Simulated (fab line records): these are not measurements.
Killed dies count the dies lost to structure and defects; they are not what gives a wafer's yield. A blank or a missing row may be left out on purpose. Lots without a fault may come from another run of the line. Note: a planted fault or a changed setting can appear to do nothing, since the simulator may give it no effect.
Which tool did it? :: flow nand harc :: 12 lots, 36 wafers sampled, at 5 steps of a route of 1302

== WHAT THE GAUGES SHOWED, per wafer ==
NHARC_A_BONDPAD_OVL_MEAS_35. Usual: overlay x nm -1 nm, standard deviation 5.1; overlay y nm 0 nm, standard deviation 5.3.
lot: L630
measured: day 22 16:53
on: overlay-01
overlay x nm (nm): -4 -4 -4
overlay y nm (nm): 4 4 4
flag: 

lot: L632
measured: day 24 04:25
on: overlay-02
overlay x nm (nm): 10 9 9
overlay y nm (nm): 8 8 8
flag: 

lot: L634
measured: day 24 17:49
on: overlay-02
overlay x nm (nm): -5 -5 -6
overlay y nm (nm): 1 1 1
flag: 

lot: L635
measured: day 25 11:58
on: overlay-02
overlay x nm (nm): -1 -1 -1
overlay y nm (nm): -1 0 -1
flag: 

lot: L636
measured: day 25 23:05
on: overlay-02
overlay x nm (nm): -1 -1 -1
overlay y nm (nm): 2 2 2
flag: 

lot: L639
measured: day 26 05:38
on: overlay-01
overlay x nm (nm): 7 8 8
overlay y nm (nm): 0 0 0
flag: 

lot: L640
measured: day 27 00:36
on: overlay-02
overlay x nm (nm): -9 -9 -9
overlay y nm (nm): -5 -5 -5
flag: 

lot: L641
measured: day 27 04:03
on: overlay-02
overlay x nm (nm): -3 -3 -3
overlay y nm (nm): 6 6 6
flag: 

lot: L642
measured: day 28 08:19
on: overlay-01
overlay x nm (nm): 1 1 2
overlay y nm (nm): -8 -8 -9
flag: 

lot: L643
measured: day 28 14:31
on: overlay-01
overlay x nm (nm): 2 2 2
overlay y nm (nm): 2 2 1
flag: 

lot: L645
measured: day 29 09:05
on: overlay-02
overlay x nm (nm): 0 0 0
overlay y nm (nm): 0 0 0
flag: 

lot: L646
measured: day 29 16:21
on: overlay-02
overlay x nm (nm): 2 3 3
overlay y nm (nm): 7 7 7
flag: 

NHARC_END_SORT_01. Usual: value, then standard deviation, for each; defect limited yield 91.4 % / 2.5; killed at array 54 / 17; killed at other 1.0 / 1.4; killed at periphery 3.6 / 2.1; killed dies 58 / 17; killed open 3.2 / 2; killed short 2.5 / 1.5.
lot: L634
measured: day 26 03:07
on: prober-02
defect limited yield (%): 94.1 91.1 94.2
killed at array: 31 51 31
killed at other: 5 4 3
killed at periphery: 4 5 5
killed dies: 40 60 39
killed open: 2 5 2
killed short: 1 2 2
flag: 

lot: L635
measured: day 26 17:59
on: prober-01
defect limited yield (%): 94.1 91.7 94.1
killed at array: 38 54 39
killed at other: 1 1 0
killed at periphery: 1 1 1
killed dies: 40 56 40
killed open: 0 2 3
killed short: 3 2 1
flag: 

lot: L636
measured: day 27 05:40
on: prober-01
defect limited yield (%): 90.3 87.4 86.4
killed at array: 61 83 86
killed at other: 1 1 3
killed at periphery: 4 1 3
killed dies: 66 85 92
killed open: 3 3 2
killed short: 3 2 2
flag: 

lot: L639
measured: day 27 15:53
on: prober-02
defect limited yield (%): 89.8 91.0 95.4
killed at array: 61 55 26
killed at other: 2 1 2
killed at periphery: 6 5 3
killed dies: 69 61 31
killed open: 4 0 2
killed short: 3 0 2
flag: 

lot: L640
measured: day 28 08:09
on: prober-01
defect limited yield (%): 93.4 90.1 91.3
killed at array: 36 58 52
killed at other: 4 7 3
killed at periphery: 5 2 4
killed dies: 45 67 59
killed open: 3 2 3
killed short: 2 3 1
flag: 

lot: L641
measured: day 28 10:52
on: prober-02
defect limited yield (%): 90.4 93.1 91.0
killed at array: 59 42 57
killed at other: 2 0 0
killed at periphery: 4 5 4
killed dies: 65 47 61
killed open: 3 1 0
killed short: 1 4 3
flag: 

lot: L646
measured: day 31 03:02
on: prober-01
defect limited yield (%): 93.8 91.9 0
killed at array: 32 48 671
killed at other: 0 1 1
killed at periphery: 10 6 5
killed dies: 42 55 677
killed open: 3 2 2
killed short: 2 6 6
flag: OFF

== EACH LOT AND THE TOOL THAT RAN IT (in order: tool; ch and the chambers of the sampled wafers; start) ==
lot: L630
NHARC_A_BONDPAD_ETCH_34: rie diel-04 ch 1,2,3, day 22 17:06
NHARC_A_BONDPAD_ETCH_12: rie diel-04 ch 0,2,3, day 22 17:11
NHARC_A_BONDPAD_PVD_27: pvd sputter-01, no start

lot: L632
NHARC_A_BONDPAD_ETCH_34: rie diel-04 ch 0,1,3, day 24 04:38
NHARC_A_BONDPAD_ETCH_12: rie diel-04 ch 2,3, day 24 04:44
NHARC_A_BONDPAD_PVD_27: pvd sputter-02, no start

lot: L634
NHARC_A_BONDPAD_ETCH_34: rie diel-02 ch 0,1,3, day 24 18:02
NHARC_A_BONDPAD_ETCH_12: rie diel-02 ch 1,2,3, day 24 18:08
NHARC_A_BONDPAD_PVD_27: pvd sputter-03, day 26 03:07 or earlier

lot: L635
NHARC_A_BONDPAD_ETCH_34: rie diel-04 ch 0,2,3, day 25 12:11
NHARC_A_BONDPAD_ETCH_12: rie diel-04 ch 1,2, day 25 12:17
NHARC_A_BONDPAD_PVD_27: pvd sputter-02, day 26 17:59 or earlier

lot: L636
NHARC_A_BONDPAD_ETCH_34: rie diel-09 ch 1,2,3, day 25 23:19
NHARC_A_BONDPAD_ETCH_12: rie diel-09 ch 1,2, day 25 23:23
NHARC_A_BONDPAD_PVD_27: pvd sputter-02, day 27 05:40 or earlier

lot: L639
NHARC_A_BONDPAD_ETCH_34: rie diel-04 ch 1,2,3, day 26 05:51
NHARC_A_BONDPAD_ETCH_12: rie diel-04 ch 2,3, day 26 05:56
NHARC_A_BONDPAD_PVD_27: pvd sputter-03, day 27 15:53 or earlier

lot: L640
NHARC_A_BONDPAD_ETCH_34: rie diel-09 ch 1,2, day 27 00:49
NHARC_A_BONDPAD_ETCH_12: rie diel-09 ch 0,2, day 27 00:55
NHARC_A_BONDPAD_PVD_27: pvd sputter-03, day 28 08:09 or earlier

lot: L641
NHARC_A_BONDPAD_ETCH_34: rie diel-04 ch 0,2,3, day 27 04:17
NHARC_A_BONDPAD_ETCH_12: rie diel-04 ch 2,3, day 27 04:22
NHARC_A_BONDPAD_PVD_27: pvd sputter-03, day 28 10:52 or earlier

lot: L642
NHARC_A_BONDPAD_ETCH_34: rie diel-04 ch 2,3, day 28 08:32
NHARC_A_BONDPAD_ETCH_12: rie diel-04 ch 1,3, day 28 08:37
NHARC_A_BONDPAD_PVD_27: pvd sputter-01, no start

lot: L643
NHARC_A_BONDPAD_ETCH_34: rie diel-04 ch 1,2,3, day 28 14:44
NHARC_A_BONDPAD_ETCH_12: rie diel-04 ch 1,2,3, day 28 14:49
NHARC_A_BONDPAD_PVD_27: pvd sputter-02, no start

lot: L645
NHARC_A_BONDPAD_ETCH_34: rie diel-02 ch 0,2,3, day 29 09:19
NHARC_A_BONDPAD_ETCH_12: rie diel-02 ch 0,2,3, day 29 09:25
NHARC_A_BONDPAD_PVD_27: pvd sputter-01, no start

lot: L646
NHARC_A_BONDPAD_ETCH_34: rie diel-04 ch 0,2,3, day 29 16:35
NHARC_A_BONDPAD_ETCH_12: rie diel-04 ch 2,3, day 29 16:43
NHARC_A_BONDPAD_PVD_27: pvd sputter-02, day 31 03:02 or earlier
- NHARC_A_BONDPAD_ETCH_34: etches the open film in N2/H2, target depth 60 nm, overetch 18 nm, time 65.91 s.
- NHARC_A_BONDPAD_ETCH_12: etches the open film in CHF3/O2, target depth 220 nm, time 110 s.
- NHARC_A_BONDPAD_PVD_27: deposits Cu, target thk 30 nm, time 20.49 s.

== AS READ BY THE TOOLS THEMSELVES (means over the sampled wafers that have a number; for cases with no such wafer, the mark the record gives instead) ==
NHARC_A_BONDPAD_ETCH_34. Usual: drypump motor current A 5.6 A, standard deviation 0.4; oes product au 1.000 a.u., standard deviation 0.01; rf fwd power W 396.6 W, standard deviation 1.2; rf vpp V 432 V, standard deviation 3.1; showerhead plenum p Torr 2.09 Torr, standard deviation 0.11; throttle valve pct 14.172 %, standard deviation 0.009.
lot: L630
tool: rie diel-04
drypump motor current A (A): 5.5
oes product au (a.u.): 0.990
rf fwd power W (W): 395.6
rf vpp V (V): 434
showerhead plenum p Torr (Torr): 2.14
throttle valve pct (%): 14.174
flag: 

lot: L632
tool: rie diel-04
drypump motor current A (A): 5.6
oes product au (a.u.): 1.001
rf fwd power W (W): 395.6
rf vpp V (V): 434
showerhead plenum p Torr (Torr): 2.16
throttle valve pct (%): 14.178
flag: 

lot: L634
tool: rie diel-02
drypump motor current A (A): 5.5
oes product au (a.u.): 0.997
rf fwd power W (W): 397.2
rf vpp V (V): 431
showerhead plenum p Torr (Torr): 2.03
throttle valve pct (%): 14.165
flag: 

lot: L635
tool: rie diel-04
drypump motor current A (A): 5.8
oes product au (a.u.): 0.998
rf fwd power W (W): 396.4
rf vpp V (V): 434
showerhead plenum p Torr (Torr): 2.18
throttle valve pct (%): 14.171
flag: 

lot: L636
tool: rie diel-09
drypump motor current A (A): 5.5
oes product au (a.u.): 1.004
rf fwd power W (W): 396.8
rf vpp V (V): 431
showerhead plenum p Torr (Torr): 2.04
throttle valve pct (%): 14.170
flag: 

lot: L639
tool: rie diel-04
drypump motor current A (A): 5.5
oes product au (a.u.): 0.995
rf fwd power W (W): 396.4
rf vpp V (V): 432
showerhead plenum p Torr (Torr): 2.13
throttle valve pct (%): 14.177
flag: 

lot: L640
tool: rie diel-09
drypump motor current A (A): 5.3
oes product au (a.u.): 1.007
rf fwd power W (W): 396.9
rf vpp V (V): 430
showerhead plenum p Torr (Torr): 2.01
throttle valve pct (%): 14.170
flag: 

lot: L641
tool: rie diel-04
drypump motor current A (A): 5.8
oes product au (a.u.): 0.996
rf fwd power W (W): 396.5
rf vpp V (V): 434
showerhead plenum p Torr (Torr): 2.17
throttle valve pct (%): 14.167
flag: 

lot: L642
tool: rie diel-04
drypump motor current A (A): 5.7
oes product au (a.u.): 0.995
rf fwd power W (W): 396.3
rf vpp V (V): 433
showerhead plenum p Torr (Torr): 2.15
throttle valve pct (%): 14.163
flag: 

lot: L643
tool: rie diel-04
drypump motor current A (A): 5.5
oes product au (a.u.): 0.994
rf fwd power W (W): 397.1
rf vpp V (V): 434
showerhead plenum p Torr (Torr): 2.13
throttle valve pct (%): 14.179
flag: 

lot: L645
tool: rie diel-02
drypump motor current A (A): 5.5
oes product au (a.u.): 1.018
rf fwd power W (W): 397.1
rf vpp V (V): 430
showerhead plenum p Torr (Torr): 1.99
throttle valve pct (%): 14.174
flag: 

lot: L646
tool: rie diel-04
drypump motor current A (A): 5.8
oes product au (a.u.): 1.005
rf fwd power W (W): 397.4
rf vpp V (V): 434
showerhead plenum p Torr (Torr): 2.17
throttle valve pct (%): 14.175
flag: 

NHARC_A_BONDPAD_ETCH_12. Usual: value, then standard deviation, for each; drypump motor current A 5.6 A / 0.4; o2 flow sccm 10.00 sccm / 0.032; oes product au 0.947 a.u. / 0.021; rf fwd power W 496.8 W / 1.6; rf vpp V 371.8 V / 2.6; showerhead plenum p Torr 2.45 Torr / 0.12; throttle valve pct 20.573 % / 0.0092.
lot: L630
tool: rie diel-04
drypump motor current A (A): 5.8
o2 flow sccm (sccm): 9.97
oes product au (a.u.): 0.962
rf fwd power W (W): 495.7
rf vpp V (V): 374.0
showerhead plenum p Torr (Torr): 2.55
throttle valve pct (%): 20.573
flag: 

lot: L632
tool: rie diel-04
drypump motor current A (A): 5.7
o2 flow sccm (sccm): 9.98
oes product au (a.u.): 0.972
rf fwd power W (W): 498.2
rf vpp V (V): 374.0
showerhead plenum p Torr (Torr): 2.53
throttle valve pct (%): 20.585
flag: 

lot: L634
tool: rie diel-02
drypump motor current A (A): 5.9
o2 flow sccm (sccm): 10.01
oes product au (a.u.): 0.914
rf fwd power W (W): 496.6
rf vpp V (V): 370.0
showerhead plenum p Torr (Torr): 2.37
throttle valve pct (%): 20.575
flag: 

lot: L635
tool: rie diel-04
drypump motor current A (A): 5.5
o2 flow sccm (sccm): 9.98
oes product au (a.u.): 0.971
rf fwd power W (W): 496.9
rf vpp V (V): 371.8
showerhead plenum p Torr (Torr): 2.46
throttle valve pct (%): 20.579
flag: 

lot: L636
tool: rie diel-09
drypump motor current A (A): 5.2
o2 flow sccm (sccm): 10.02
oes product au (a.u.): 0.932
rf fwd power W (W): 497.0
rf vpp V (V): 368.7
showerhead plenum p Torr (Torr): 2.30
throttle valve pct (%): 20.563
flag: 

lot: L639
tool: rie diel-04
drypump motor current A (A): 5.7
o2 flow sccm (sccm): 10.01
oes product au (a.u.): 0.958
rf fwd power W (W): 496.6
rf vpp V (V): 373.3
showerhead plenum p Torr (Torr): 2.53
throttle valve pct (%): 20.561
flag: 

lot: L640
tool: rie diel-09
drypump motor current A (A): 5.2
o2 flow sccm (sccm): 9.98
oes product au (a.u.): 0.965
rf fwd power W (W): 497.3
rf vpp V (V): 367.0
showerhead plenum p Torr (Torr): 2.23
throttle valve pct (%): 20.568
flag: 

lot: L641
tool: rie diel-04
drypump motor current A (A): 5.5
o2 flow sccm (sccm): 10.00
oes product au (a.u.): 0.980
rf fwd power W (W): 497.1
rf vpp V (V): 373.0
showerhead plenum p Torr (Torr): 2.55
throttle valve pct (%): 20.571
flag: 

lot: L642
tool: rie diel-04
drypump motor current A (A): 5.3
o2 flow sccm (sccm): 9.99
oes product au (a.u.): 0.958
rf fwd power W (W): 497.2
rf vpp V (V): 372.6
showerhead plenum p Torr (Torr): 2.48
throttle valve pct (%): 20.581
flag: 

lot: L643
tool: rie diel-04
drypump motor current A (A): 5.5
o2 flow sccm (sccm): 10.02
oes product au (a.u.): 0.969
rf fwd power W (W): 496.1
rf vpp V (V): 373.8
showerhead plenum p Torr (Torr): 2.50
throttle valve pct (%): 20.573
flag: 

lot: L645
tool: rie diel-02
drypump motor current A (A): 5.6
o2 flow sccm (sccm): 10.03
oes product au (a.u.): 0.936
rf fwd power W (W): 498.4
rf vpp V (V): 370.1
showerhead plenum p Torr (Torr): 2.35
throttle valve pct (%): 20.577
flag: 

lot: L646
tool: rie diel-04
drypump motor current A (A): 5.7
o2 flow sccm (sccm): 10.00
oes product au (a.u.): 0.854
rf fwd power W (W): 431.7
rf vpp V (V): 373.5
showerhead plenum p Torr (Torr): 2.52
throttle valve pct (%): 20.566
flag: OFF

NHARC_A_BONDPAD_PVD_27. Usual: throttle valve pct 29.7 %, standard deviation 0.98.
lot: L630
tool: pvd sputter-01
throttle valve pct (%): 30.0
flag: 

lot: L632
tool: pvd sputter-02
throttle valve pct (%): 30.2
flag: 

lot: L634
tool: pvd sputter-03
throttle valve pct (%): 29.2
flag: 

lot: L635
tool: pvd sputter-02
throttle valve pct (%): 30.5
flag: 

lot: L636
tool: pvd sputter-02
throttle valve pct (%): 30.5
flag: 

lot: L639
tool: pvd sputter-03
throttle valve pct (%): 29.5
flag: 

lot: L640
tool: pvd sputter-03
throttle valve pct (%): 29.5
flag: 

lot: L641
tool: pvd sputter-03
throttle valve pct (%): 29.1
flag: 

lot: L642
tool: pvd sputter-01
throttle valve pct (%): 30.2
flag: 

lot: L643
tool: pvd sputter-02
throttle valve pct (%): 29.7
flag: 

lot: L645
tool: pvd sputter-01
throttle valve pct (%): 30.2
flag: 

lot: L646
tool: pvd sputter-02
throttle valve pct (%): 29.2
flag: 

== THE ANSWER, worked out from the rows above alone ==
Rule: a lot counts as off when the mean over its wafers that have a number is more than 3 standard deviations away from the usual mean. Also off: a lot with no number at a reading for which 4 or more lots have one. Where the step has rows for the other lots, those lots are counted as sound. The gauges are gone through in route order, then the tools' own readings, and for those a lot's mean is taken as printed above. The first step at which some lot is off is used, and at that step the reading that is off furthest; a lot without a number counts as furthest.
Off at NHARC_END_SORT_01 (defect limited yield): L646. Neither off nor sound, because the step has no rows for them: L630, L632, L642, L643, L645.
A tool fits if, at a process step before that reading, it ran every lot that is off, and no sound lot after the first of them. Not tried: the gauges at NHARC_END_SORT_01; whatever is off there is also off at NHARC_A_BONDPAD_ETCH_12, on other tools, and gauge error can't account for it. NHARC_A_BONDPAD_PVD_27: start missing for some lots; hours and lot order therefore follow NHARC_END_SORT_01. 2 tools fit, rie diel-04 at NHARC_A_BONDPAD_ETCH_34 and NHARC_A_BONDPAD_ETCH_12 and pvd sputter-02 at NHARC_A_BONDPAD_PVD_27, so this cannot tell which one it is.

== WHAT THE SIMULATOR PUT IN ==
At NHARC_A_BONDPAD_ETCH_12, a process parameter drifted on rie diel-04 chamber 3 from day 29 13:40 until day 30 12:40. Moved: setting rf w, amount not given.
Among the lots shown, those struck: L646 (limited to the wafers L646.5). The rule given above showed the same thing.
